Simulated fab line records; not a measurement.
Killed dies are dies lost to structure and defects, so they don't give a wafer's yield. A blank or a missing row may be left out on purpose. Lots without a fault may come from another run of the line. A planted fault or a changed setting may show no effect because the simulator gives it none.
Struck lot and sound lot, side by side / flow n5Finfet / 16 out of 1938 route steps
Sound: wafers L165.2, L165.3, L165.5. Wafers L156.1, L156.2, L156.3 were the ones struck. The cause is given at the end.
For every step that has rows: the tool of each side, followed by ch and its chambers, followed by its first start. Under that, the readings that differ: sound wafers / struck wafers / difference of the means / sigmas: that difference in standard deviations of wafers without a fault.
alike: words and numbers the same on both sides, and readings whose means are apart by under 2 such deviations; not compared: readings that were withheld, readings missing a value for some wafer, numbers with overlapping values and no deviation given by the record, and bounds like >300 which may hide the same value.
The two part at a step that has a row with sigmas, a row that says differs or no value, or rows on one side only. Non-overlapping numbers with no deviation appear without sigmas and do not part them. A reading missing from all wafers of one side parts the sides only when that side holds two or more wafers.

first, 1 step without rows for these wafers: N5_BEOL_M3_CVD_47 (deposits Co from CCTBA/H2, target thk 3 nm, time 223.8 s).
N5_BEOL_M3_SPUTTER_48: material Cu, target thk 4.5 nm, time 8.29 s.
  sound on pvdSputter-02, day 11 19:37; struck on pvdSputter-02, day 9 22:35
  alike: susceptorTempC, throttleValvePct
then, 3 steps without rows for these wafers: N5_BEOL_M3_ANNEAL_49 (time 240 s); N5_BEOL_M3_SPUTTER_79 (material Cu, target thk 4.5 nm, time 8.29 s); N5_BEOL_M3_ANNEAL_80 (time 240 s).
N5_BEOL_M3_SPUTTER_81: material Cu, target thk 4.5 nm, time 8.29 s.
  sound on pvdSputter-02, day 11 20:04; struck on pvdSputter-02, day 9 23:01
  alike: susceptorTempC, throttleValvePct
then, 4 steps without rows for these wafers: N5_BEOL_M3_ANNEAL_82 (time 240 s); N5_BEOL_M3_SPUTTER_86 (material Cu, target thk 4.5 nm, time 8.29 s); N5_BEOL_M3_ANNEAL_87 (time 240 s); N5_BEOL_M3_SPUTTER_88 (material Cu, target thk 4.5 nm, time 8.29 s).
N5_BEOL_M3_ANNEAL_89: time 240 s.
  sound on pvdSputter-02, day 11 20:35; struck on pvdSputter-02, day 9 23:32
  alike: heaterPowerW, susceptorTempC
N5_BEOL_M3_SPUTTER_90: material Cu, target thk 4.5 nm, time 8.29 s.
  sound on pvdSputter-02, day 11 20:43; struck on pvdSputter-02, day 9 23:41
  alike: susceptorTempC, throttleValvePct
N5_BEOL_M3_ANNEAL_91: time 240 s.
  sound on pvdSputter-02, day 11 20:48; struck on pvdSputter-02, day 9 23:46
  no value came back on the struck wafers for heaterPowerW (W), susceptorTempC (C), timeS (s); on the sound wafers heaterPowerW (W) reads 797 704 901
N5_BEOL_M3_SPUTTER_92: material Cu, target thk 4.5 nm, time 8.29 s.
  sound on pvdSputter-02, day 11 20:56; struck on pvdSputter-02, day 9 23:54
  alike: susceptorTempC, throttleValvePct
N5_BEOL_M4_RC_MEAS_101:
  sound on prober-01 ch 0, day 12 16:43; struck on prober-01 ch 0, day 10 13:37
reading=DIBL_P (mV/V); sound=45 37 42; struck=35 36 32; difference=-7; sigmas=-2
reading=IOFF_N (nA/um); sound=0.32 0.17 0.27; struck=0.15 0.19 0.10; difference=-0.11; sigmas=-2
reading=IOFF_P (nA/um); sound=0.38 0.24 0.33; struck=0.16 0.19 0.13; difference=-0.16; sigmas=-3
reading=ION_P (uA/um); sound=473 472 474; struck=448 452 448; difference=-24; sigmas=-3
reading=VT_P (mV); sound=-241 -246 -244; struck=-257 -253 -258; difference=-12; sigmas=-3
  alike: DIBL_N, ION_N, SS_N, SS_P, VT_N
after that, 1 step had no rows for these wafers: N5_PASSIVATION_PROBE_49.

## WHERE THEY PART
At N5_BEOL_M3_ANNEAL_91 first; at N5_BEOL_M4_RC_MEAS_101 last (within this record only).

WHY: the cause the simulator had injected
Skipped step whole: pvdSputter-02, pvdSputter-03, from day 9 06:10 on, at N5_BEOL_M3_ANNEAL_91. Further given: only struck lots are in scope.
